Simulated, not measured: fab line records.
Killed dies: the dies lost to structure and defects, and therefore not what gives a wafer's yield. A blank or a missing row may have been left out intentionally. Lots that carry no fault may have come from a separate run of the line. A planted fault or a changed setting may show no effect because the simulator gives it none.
Matching of chambers :: flow n5_finfet :: 4 sister chambers for N5_BEOL_M3_ETCHBACK_99 on rie_diel-03
The step etches SiO2 in CHF3, target depth 5 nm, time 10.4 s. 4 wafers are shown with their chamber, then 8 later ones without.

WAFERS, EACH WITH ITS CHAMBER
wafer: L083.2
chamber: 1
drypump_motor_current_A (A): 5.1

wafer: L090.5
chamber: 3
drypump_motor_current_A (A): 6.2

wafer: L090.6
chamber: 2
drypump_motor_current_A (A): 5.9

wafer: L094.1
chamber: 0
drypump_motor_current_A (A): 6.0

WAFERS WITHOUT THEIR CHAMBER
wafer: L094.5
drypump_motor_current_A (A): 6.0

wafer: L094.6
drypump_motor_current_A (A): 6.2

wafer: L093.1
drypump_motor_current_A (A): 5.2

wafer: L093.4
drypump_motor_current_A (A): 6.2

wafer: L093.5
drypump_motor_current_A (A): 5.2

wafer: L082.1
drypump_motor_current_A (A): 6.0

wafer: L082.3
drypump_motor_current_A (A): 5.9

wafer: L082.6
drypump_motor_current_A (A): 5.9

EACH ONE'S CHAMBER
wafer: L094.5
from the rows above: can't be placed: 0 or 2
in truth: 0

wafer: L094.6
from the rows above: 3
in truth: 3

wafer: L093.1
from the rows above: 1
in truth: 1

wafer: L093.4
from the rows above: 3
in truth: 3

wafer: L093.5
from the rows above: 1
in truth: 1

wafer: L082.1
from the rows above: can't be placed: 0 or 2
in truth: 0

wafer: L082.3
from the rows above: can't be placed: 2 or 0
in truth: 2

wafer: L082.6
from the rows above: can't be placed: 2 or 0
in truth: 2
Correctly placed: 4 of 8. Unplaceable from these rows: 4, with the true chamber sitting among the candidates in 4. Placed wrongly: 0.
How it was worked out, from the rows above alone: a wafer's distance from a chamber is the root of the sum, over the readings, of the square of ((its reading less the chamber's mean) divided by the reading's scatter). If the next closest chamber is less than 2 further off than the closest, the wafer can't be placed; otherwise it belongs to the closest. For every chamber, the mean is computed from those of its wafers that are shown. The scatter: root of mean squared gap, hidden wafer to nearest shown wafer, with one shown wafer a chamber.
